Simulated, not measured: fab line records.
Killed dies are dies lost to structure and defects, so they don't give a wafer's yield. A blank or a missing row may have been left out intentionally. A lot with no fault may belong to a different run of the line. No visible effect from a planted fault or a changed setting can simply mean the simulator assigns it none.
Which tool is to blame?    flow nand_harc    Sampling: 14 lots, 42 wafers, 6 of 1302 route steps

WHAT EACH GAUGE READ, for each wafer
NHARC_P_GATE_CD_MEAS_91: the cd target is 2000 nm.
lot   measured      on         cd_nm (nm)
L560  day 4 21:37   cd_sem-03  2001.1 2004.0 2000.7
L561  day 5 01:43   cd_sem-03  1999.8 1998.9 1999.7
L562  day 5 10:55   cd_sem-01  2001.2 2000.5 1999.5
L563  day 6 07:54   cd_sem-03  1998.2 2002.0 2001.7
L564  day 6 08:35   cd_sem-01  1998.2 2000.9 2001.9
L565  day 6 14:41   cd_sem-01  2001.8 2001.9 2002.5
L566  day 7 07:25   cd_sem-01  2002.2 2001.2 1999.9
L567  day 7 20:40   cd_sem-01  1999.1 2000.4 2001.2
L570  day 9 00:19   cd_sem-02  1996.2 1998.3 1997.6
L571  day 9 04:11   cd_sem-03  2003.4 2001.7 2001.2
L580  day 12 22:08  cd_sem-03  1999.0 1994.3 1997.6
L581  day 13 16:05  cd_sem-02  1997.2 1997.9 1999.5
L582  day 13 20:59  cd_sem-01  1997.5 1998.6 1998.2
L583  day 14 04:00  cd_sem-03  2001.0 2002.7 2002.1

NHARC_P_CONTACT_CD_MEAS_12: the cd target is 90 nm.
lot   measured      on         cd_nm (nm)
L560  day 5 02:17   cd_sem-03  89.7 89.5 90.1
L561  day 5 06:23   cd_sem-02  89.1 90.1 89.9
L562  day 5 15:40   cd_sem-03  90.8 91.1 90.9
L563  day 7 07:10   cd_sem-02  90.7 90.7 90.8
L564  day 6 13:40   cd_sem-03  90.3 90.2 90.4
L565  day 6 19:21   cd_sem-01  90.1 90.4 90.6
L566  day 7 12:08   cd_sem-01  91.0 89.8 89.6
L567  day 8 01:21   cd_sem-01  90.1 90.8 90.1
L570  day 9 04:58   cd_sem-02  90.3 89.6 89.0
L571  day 9 08:52   cd_sem-02  90.4 90.6 90.8
L580  day 13 02:59  cd_sem-02  90.2 90.7 90.4
L581  day 13 20:45  cd_sem-01  118.3 118.3 118.9
L582  day 14 02:01  cd_sem-03  113.0 113.8 113.1
L583  day 14 08:40  cd_sem-03  89.4 89.4 89.2

NHARC_P_CONTACT_CD_MEAS_19.
lot   measured      on         cd_nm (nm)
L560  day 5 03:21   cd_sem-01  88.5 89.7 90.3
L561  day 5 07:37   cd_sem-01  87.0 90.2 88.0
L562  day 5 17:19   cd_sem-02  89.5 88.8 92.0
L563  day 7 08:14   cd_sem-02  91.4 91.3 90.7
L564  day 6 14:44   cd_sem-02  90.1 89.3 92.6
L565  day 6 20:25   cd_sem-01  88.7 92.7 90.1
L566  day 7 13:11   cd_sem-01  90.8 89.4 89.0
L567  day 8 02:25   cd_sem-02  88.6 92.0 89.1
L570  day 9 06:01   cd_sem-03  91.2 90.0 88.8
L571  day 9 09:56   cd_sem-03  90.9 91.8 92.0
L580  day 13 04:02  cd_sem-03  91.0 93.7 90.5
L581  day 13 21:49  cd_sem-02  117.2 116.2 118.7
L582  day 14 03:04  cd_sem-03  113.2 112.6 111.6
L583  day 14 09:43  cd_sem-01  90.9 87.8 85.4

TOOL THAT RAN EACH LOT (tool first, then ch and the chambers of the sampled wafers, then the start)
lot   NHARC_P_GATE_RTA_80               NHARC_P_CONTACT_EXPOSE_09           NHARC_P_CONTACT_ETCH_31
L560  rtp_anneal-01 ch 0, day 5 00:03   arfi_scanner-01 ch 0, day 5 02:10   rie_diel-11 ch 1,2,3, day 5 03:21 or earlier
L561  rtp_anneal-01 ch 0, day 5 04:10   arfi_scanner-03 ch 0, day 5 06:15   rie_diel-11 ch 2,3, day 5 07:37 or earlier
L562  rtp_anneal-02 ch 0, day 5 13:23   arfi_scanner-03 ch 0, day 5 15:31   rie_diel-11 ch 0,2,3, day 5 17:19 or earlier
L563  rtp_anneal-01 ch 0, day 7 04:58   arfi_scanner-03 ch 0, day 7 07:02   rie_diel-13 ch 0,2,3, day 7 08:14 or earlier
L564  rtp_anneal-02 ch 0, day 6 11:32   arfi_scanner-03 ch 0, day 6 13:32   rie_diel-11 ch 1,3, day 6 14:44 or earlier
L565  rtp_anneal-02 ch 0, day 6 17:07   arfi_scanner-02 ch 0, day 6 19:13   rie_diel-11 ch 0,2,3, day 6 20:25 or earlier
L566  rtp_anneal-01 ch 0, day 7 09:52   arfi_scanner-01 ch 0, day 7 11:59   rie_diel-06 ch 0,3, day 7 13:11 or earlier
L567  rtp_anneal-02 ch 0, day 7 23:05   arfi_scanner-03 ch 0, day 8 01:12   rie_diel-11 ch 0,2,3, day 8 02:25 or earlier
L570  rtp_anneal-01 ch 0, day 9 02:49   arfi_scanner-02 ch 0, day 9 04:49   rie_diel-13 ch 1,2,3, day 9 06:01 or earlier
L571  rtp_anneal-02 ch 0, day 9 06:37   arfi_scanner-01 ch 0, day 9 08:44   rie_diel-13 ch 2,3, day 9 09:56 or earlier
L580  rtp_anneal-01 ch 0, day 13 00:47  arfi_scanner-03 ch 0, day 13 02:50  rie_diel-13 ch 0,2,3, day 13 04:02 or earlier
L581  rtp_anneal-02 ch 0, day 13 18:31  arfi_scanner-03 ch 0, day 13 20:37  rie_diel-13 ch 0,1, day 13 21:49 or earlier
L582  rtp_anneal-01 ch 0, day 13 23:33  arfi_scanner-03 ch 0, day 14 01:53  rie_diel-11 ch 1,2,3, day 14 03:04 or earlier
L583  rtp_anneal-01 ch 0, day 14 06:25  arfi_scanner-01 ch 0, day 14 08:32  rie_diel-06 ch 0,1,2, day 14 09:43 or earlier
- NHARC_P_GATE_RTA_80: time 30 s.
- NHARC_P_CONTACT_EXPOSE_09: exposes mask P CA, target cd 90 nm.
- NHARC_P_CONTACT_ETCH_31: etches the open film in CH3F/O2, target depth 30 nm, time 85.7 s.

AS READ BY THE TOOLS THEMSELVES (means over the sampled wafers that have a number; for cases with no such wafer, the mark the record gives instead)
NHARC_P_GATE_RTA_80.
lot   tool           lamp_power_pct (%)  wafer_temp_C_max
L560  rtp_anneal-01  2.27                301.9
L561  rtp_anneal-01  2.27                301.7
L562  rtp_anneal-02  2.35                300.9
L563  rtp_anneal-01  2.27                301.3
L564  rtp_anneal-02  2.35                301.4
L565  rtp_anneal-02  2.35                301.6
L566  rtp_anneal-01  2.27                301.9
L567  rtp_anneal-02  2.35                301.2
L570  rtp_anneal-01  2.27                301.6
L571  rtp_anneal-02  2.36                301.3
L580  rtp_anneal-01  2.27                301.9
L581  rtp_anneal-02  2.35                301.3
L582  rtp_anneal-01  2.28                301.6
L583  rtp_anneal-01  2.28                302.2

NHARC_P_CONTACT_EXPOSE_09.
lot   tool             exposure_dose_mJ_cm2
L560  arfi_scanner-01  81.25
L561  arfi_scanner-03  81.17
L562  arfi_scanner-03  81.22
L563  arfi_scanner-03  81.32
L564  arfi_scanner-03  81.33
L565  arfi_scanner-02  81.23
L566  arfi_scanner-01  81.22
L567  arfi_scanner-03  81.22
L570  arfi_scanner-02  81.24
L571  arfi_scanner-01  81.32
L580  arfi_scanner-03  81.28
L581  arfi_scanner-03  128.56
L582  arfi_scanner-03  120.52
L583  arfi_scanner-01  81.25

NHARC_P_CONTACT_ETCH_31.
lot   tool         drypump_motor_current_A (A)  mfc_ar_sccm (sccm)  oes_product_au (a.u.)  rf_vpp_V (V)  showerhead_plenum_p_Torr (Torr)  throttle_valve_pct (%)
L560  rie_diel-11  5.1                          200.1               0.973                  242.3         2.38                             20.670
L561  rie_diel-11  4.7                          199.5               0.975                  242.4         2.30                             20.658
L562  rie_diel-11  4.9                          200.1               0.954                  243.5         2.40                             20.659
L563  rie_diel-13  5.7                          200.1               0.984                  243.2         2.42                             20.665
L564  rie_diel-11  5.1                          199.9               0.970                  242.9         2.38                             20.657
L565  rie_diel-11  4.9                          200.2               0.957                  243.8         2.40                             20.661
L566  rie_diel-06  5.4                          199.8               0.976                  243.3         2.37                             20.666
L567  rie_diel-11  4.9                          199.9               0.968                  243.1         2.40                             20.673
L570  rie_diel-13  5.8                          200.1               0.982                  243.1         2.41                             20.669
L571  rie_diel-13  5.8                          199.4               0.963                  245.1         2.48                             20.669
L580  rie_diel-13  5.7                          199.7               0.989                  244.3         2.41                             20.663
L581  rie_diel-13  6.1                          200.0               0.978                  241.6         2.34                             20.645
L582  rie_diel-11  5.1                          200.1               0.949                  243.5         2.38                             20.657
L583  rie_diel-06  5.7                          199.6               0.965                  244.0         2.48                             20.655

THE ANSWER, worked out from the rows above alone
Rule: usual is defined by the lots themselves. Put in order of their means at a reading, lots are off if they are a third of the lots or fewer, leave a main group of 4 or more, and stand apart from it by a gap of 3 or more times the standard deviation of the main group's means; of several such gaps the widest counts. A main group is skipped when, at the precision printed for the reading in the tables above, its means are all equal. Also off: a lot with no number at a reading for which 4 or more lots have one. Any other lot the step has rows for is counted as sound. The gauges are gone through in route order, then the tools' own readings, and for those a lot's mean is taken as printed above. The first step at which some lot is off is used, and at that step the reading that is off furthest; a lot without a number counts as furthest.
Off: L581, L582, at NHARC_P_CONTACT_CD_MEAS_12 (cd_nm). Mean 90.2 nm and standard deviation 0.47 in the main group.
If a tool, at a process step before that reading, ran all the lots that are off and no sound lot after the first of them, it fits. Not tried: the gauges at NHARC_P_CONTACT_CD_MEAS_12; whatever is off there is also off at NHARC_P_CONTACT_EXPOSE_09, on other tools, and gauge error can't account for it. One candidate fits, namely arfi_scanner-03 at NHARC_P_CONTACT_EXPOSE_09. Its last sound lot is L580 (day 13 02:50), its first lot that is off L581 (day 13 20:37): a fault that began between those two fits.
The tool's own readings at NHARC_P_CONTACT_EXPOSE_09 bear it out: on the lots that are off they differ by more than 5 times the standard deviation of the sound lots' means. exposure_dose_mJ_cm2 reads 124.54 there against 81.25 on the sound lots.

WHAT HAD BEEN PUT IN BY THE SIMULATOR
Process parameters drifting: arfi_scanner-03 at NHARC_P_CONTACT_EXPOSE_09, beginning at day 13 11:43. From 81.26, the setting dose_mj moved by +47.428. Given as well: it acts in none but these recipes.
Struck lots among those shown: L581, L582. The same result came from the rule above.
